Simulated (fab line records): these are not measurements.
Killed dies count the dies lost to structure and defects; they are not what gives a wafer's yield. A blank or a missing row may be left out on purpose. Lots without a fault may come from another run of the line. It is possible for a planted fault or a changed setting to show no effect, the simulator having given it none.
Which tool was responsible? + flow n5Finfet + 10 lots with 30 wafers sampled at 6 steps, on a route of 1938 steps

WHAT THE GAUGES SHOWED, per wafer
N5_BEOL_M2_THK_MEAS_01.
| lot  | measured     | on           | M2_ILD_THK (nm) |
|------|--------------|--------------|-----------------|
| L160 | day 6 19:35  | filmMetro-02 | 79.3 78.9 78.9  |
| L161 | day 7 07:25  | filmMetro-01 | 79.1 80.0 79.8  |
| L164 | day 7 10:28  | filmMetro-01 | 78.4 80.0 80.1  |
| L165 | day 7 21:20  | filmMetro-01 | 79.4 80.8 81.1  |
| L167 | day 8 04:22  | filmMetro-01 | 78.6 79.7 80.8  |
| L173 | day 10 01:38 | filmMetro-02 | 77.8 76.3 78.9  |
| L175 | day 10 11:34 | filmMetro-01 | 78.6 80.3 79.2  |
| L177 | day 10 18:35 | filmMetro-01 | 77.9 78.9 79.5  |
| L178 | day 11 05:02 | filmMetro-01 | 79.2 81.7 81.4  |
| L181 | day 11 17:01 | filmMetro-01 | 78.5 80.7 80.3  |

N5_BEOL_M2_OVL_MEAS_12.
| lot  | measured     | on         | M2_OVL (nm)    |
|------|--------------|------------|----------------|
| L160 | day 6 21:16  | overlay-01 | -0.1 0.0 -0.4  |
| L161 | day 7 09:53  | overlay-02 | -0.2 -0.2 0.5  |
| L164 | day 7 11:07  | overlay-01 | -0.5 -0.4 -1.4 |
| L165 | day 8 00:23  | overlay-02 | 0.3 0.1 0.5    |
| L167 | day 8 05:47  | overlay-01 | 0.4 1.0 0.0    |
| L173 | day 10 02:38 | overlay-01 | 0.2 0.3 0.5    |
| L175 | day 10 12:16 | overlay-02 | 0.0 -0.2 0.0   |
| L177 | day 10 19:15 | overlay-01 | 4.4 3.8 5.5    |
| L178 | day 11 05:59 | overlay-02 | 3.8 3.2 3.4    |
| L181 | day 11 22:06 | overlay-01 | 0.6 0.0 0.4    |

N5_BEOL_M2_INSPECT_13: inspects for defects (brightfield).
| lot  | measured     | on               | rawDefectCount |
|------|--------------|------------------|----------------|
| L160 | day 6 21:20  | defectInspect-02 | 470 324 543    |
| L161 | day 7 09:56  | defectInspect-02 | 179 228 299    |
| L164 | day 7 11:10  | defectInspect-01 | 597 460 738    |
| L165 | day 8 00:25  | defectInspect-01 | 603 531 554    |
| L167 | day 8 05:51  | defectInspect-01 | 543 620 802    |
| L173 | day 10 02:41 | defectInspect-01 | 561 526 471    |
| L175 | day 10 12:19 | defectInspect-02 | 473 497 459    |
| L177 | day 10 19:19 | defectInspect-02 | 480 418 351    |
| L178 | day 11 06:02 | defectInspect-02 | 250 224 310    |
| L181 | day 11 22:10 | defectInspect-02 | 299 353 312    |

N5_BEOL_M4_RC_MEAS_101.
| lot  | measured     | on        | DIBL_N (mV/V)  | DIBL_P (mV/V)  | IOFF_N (nA/um) | IOFF_P (nA/um) | ION_N (uA/um) | ION_P (uA/um) | SS_N (mV/dec)  | SS_P (mV/dec)  | VT_N (mV)   | VT_P (mV)      |
|------|--------------|-----------|----------------|----------------|----------------|----------------|---------------|---------------|----------------|----------------|-------------|----------------|
| L160 | day 8 01:31  | prober-01 | 35.5 36.4 35.7 | 35.5 36.6 34.9 | 0.14 0.15 0.14 | 0.18 0.20 0.18 | 657 674 666   | 448 464 456   | 71.7 71.3 70.9 | 72.8 73.2 73.1 | 253 254 250 | -254 -251 -251 |
| L161 | day 9 00:19  | prober-02 | 37.7 36.5 36.5 | 37.5 35.6 36.0 | 0.18 0.16 0.16 | 0.22 0.19 0.19 | 674 666 676   | 463 456 453   | 71.6 71.3 71.7 | 73.8 73.2 73.5 | 250 250 250 | -249 -252 -252 |
| L164 | day 9 03:32  | prober-02 | 37.5 40.4 37.1 | 38.3 42.5 38.5 | 0.17 0.24 0.16 | 0.21 0.28 0.21 | 668 691 678   | 460 463 461   | 71.6 72.7 72.3 | 73.6 75.5 73.6 | 250 242 250 | -252 -248 -251 |
| L165 | day 9 05:38  | prober-02 | 38.0 35.7 37.3 | 40.4 36.3 39.3 | 0.20 0.16 0.18 | 0.27 0.20 0.26 | 687 670 671   | 469 464 463   | 72.1 71.7 72.3 | 73.6 72.8 73.7 | 244 248 248 | -246 -251 -248 |
| L167 | day 9 08:10  | prober-01 | 36.3 35.7 37.0 | 36.9 35.5 37.6 | 0.17 0.14 0.17 | 0.23 0.21 0.25 | 685 662 676   | 471 460 467   | 71.0 71.5 71.1 | 73.6 73.7 72.9 | 245 250 248 | -246 -250 -246 |
| L173 | day 11 09:40 | prober-02 | 34.9 35.7 36.9 | 35.1 34.9 37.2 | 0.13 0.14 0.17 | 0.16 0.16 0.19 | 673 672 686   | 455 454 459   | 70.6 71.3 71.6 | 73.0 73.2 74.1 | 251 253 250 | -256 -256 -251 |
| L175 | day 11 17:23 | prober-01 | 37.3 37.9 37.8 | 36.8 35.9 35.7 | 0.18 0.20 0.18 | 0.24 0.23 0.22 | 676 685 681   | 465 468 466   | 71.6 71.9 71.8 | 73.5 73.4 72.5 | 246 246 247 | -248 -250 -250 |
| L177 | day 12 06:56 | prober-02 | 38.5 35.0 32.8 | 38.0 34.8 32.0 | 0.19 0.13 0.11 | 0.24 0.20 0.16 | 676 654 660   | 466 458 455   | 71.9 71.2 70.6 | 73.7 72.8 72.6 | 248 252 253 | -249 -252 -255 |
| L178 | day 12 15:16 | prober-02 | 36.3 34.8 37.2 | 35.0 33.8 35.8 | 0.17 0.13 0.18 | 0.26 0.23 0.26 | 681 668 681   | 470 469 471   | 71.5 71.8 71.3 | 72.7 72.6 73.8 | 247 254 247 | -245 -245 -245 |
| L181 | day 13 05:11 | prober-02 | 35.5 32.0 35.6 | 34.9 30.8 34.9 | 0.14 0.10 0.14 | 0.19 0.14 0.20 | 673 651 667   | 462 452 462   | 72.0 69.8 71.3 | 73.8 72.5 73.7 | 254 255 255 | -250 -255 -251 |

EACH LOT AND THE TOOL THAT RAN IT (in order: tool; ch and the chambers of the sampled wafers; start)
| lot  | N5_BEOL_M1_CO_CAP_55            | N5_BEOL_M2_EXPOSE_08             |
|------|---------------------------------|----------------------------------|
| L160 | cvdCo-02 ch 0,1,2, day 6 19:16  | euvScanner-02 ch 0, day 6 21:07  |
| L161 | cvdCo-01 ch 0,2, day 7 07:07    | euvScanner-02 ch 0, day 7 09:43  |
| L164 | cvdCo-02 ch 0,1,2, day 7 10:07  | euvScanner-01 ch 0, day 7 10:57  |
| L165 | cvdCo-01 ch 0,1, day 7 20:59    | euvScanner-01 ch 0, day 8 00:13  |
| L167 | cvdCo-01 ch 0,1, day 8 04:03    | euvScanner-01 ch 0, day 8 05:38  |
| L173 | cvdCo-02 ch 0,1,2, day 10 01:18 | euvScanner-02 ch 0, day 10 02:28 |
| L175 | cvdCo-01 ch 0,2, day 10 11:14   | euvScanner-02 ch 0, day 10 12:07 |
| L177 | cvdCo-02 ch 0,1, day 10 18:16   | euvScanner-02 ch 0, day 10 19:05 |
| L178 | cvdCo-01 ch 0,2, day 11 04:43   | euvScanner-02 ch 0, day 11 05:49 |
| L181 | cvdCo-01 ch 0,2, day 11 16:42   | euvScanner-01 ch 0, day 11 21:56 |
- N5_BEOL_M1_CO_CAP_55: material Co, precursor CCTBA/H2, target thk 2 nm, time 102.1 s.
- N5_BEOL_M2_EXPOSE_08: exposes mask M2.

AS READ BY THE TOOLS THEMSELVES (means over the sampled wafers that have a number; for cases with no such wafer, the mark the record gives instead)
N5_BEOL_M1_CO_CAP_55.
| lot  | tool     | heaterPowerW (W) |
|------|----------|------------------|
| L160 | cvdCo-02 | 230              |
| L161 | cvdCo-01 | 264              |
| L164 | cvdCo-02 | 234              |
| L165 | cvdCo-01 | 232              |
| L167 | cvdCo-01 | 268              |
| L173 | cvdCo-02 | 233              |
| L175 | cvdCo-01 | 234              |
| L177 | cvdCo-02 | 246              |
| L178 | cvdCo-01 | 264              |
| L181 | cvdCo-01 | 233              |

N5_BEOL_M2_EXPOSE_08.
| lot  | tool          | focusOffsetNm (nm) |
|------|---------------|--------------------|
| L160 | euvScanner-02 | 0.4                |
| L161 | euvScanner-02 | -0.8               |
| L164 | euvScanner-01 | 0.1                |
| L165 | euvScanner-01 | -0.3               |
| L167 | euvScanner-01 | -0.2               |
| L173 | euvScanner-02 | 0.5                |
| L175 | euvScanner-02 | 0.2                |
| L177 | euvScanner-02 | 0.4                |
| L178 | euvScanner-02 | 0.3                |
| L181 | euvScanner-01 | 0.4                |

THE ANSWER, worked out from the rows above alone
Rule: what is usual is taken from the lots themselves. Put in order of their means at a reading, lots are off if they are a third of the lots or fewer, leave a main group of 4 or more, and stand apart from it by a gap of 3 or more times the standard deviation of the main group's means; of several such gaps the widest counts. A main group whose means are all the same, to the digits that the tables above print for the reading, isn't used. A lot without any number at a reading at which 4 lots or more have one is off too. The other lots that the step has rows for count as sound. After the gauges, taken in route order, come the tools' own readings; for these a lot's mean is taken, as printed above. At the first step where some lot is off, the reading lying furthest off is the one used; lots without a number count as furthest.
Off: L177, L178, seen at N5_BEOL_M2_OVL_MEAS_12 (M2_OVL). Mean 0.1 nm and standard deviation 0.37 in the main group.
If a tool, at a process step before that reading, ran all the lots that are off and no sound lot after the first of them, it fits. Those tools and the gauges at N5_BEOL_M2_OVL_MEAS_12 are tried in the same way. One fits: euvScanner-02 at N5_BEOL_M2_EXPOSE_08. Its last sound lot is L175 (day 10 12:07), its first lot that is off L177 (day 10 19:05): a fault that began between those two fits.

WHAT THE SIMULATOR HAD INSERTED
Scanner matching overlay: euvScanner-02, from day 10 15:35 on, at N5_BEOL_M2_EXPOSE_08. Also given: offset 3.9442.
Struck lots among those shown: L177, L178. This agrees with what the rule above found.
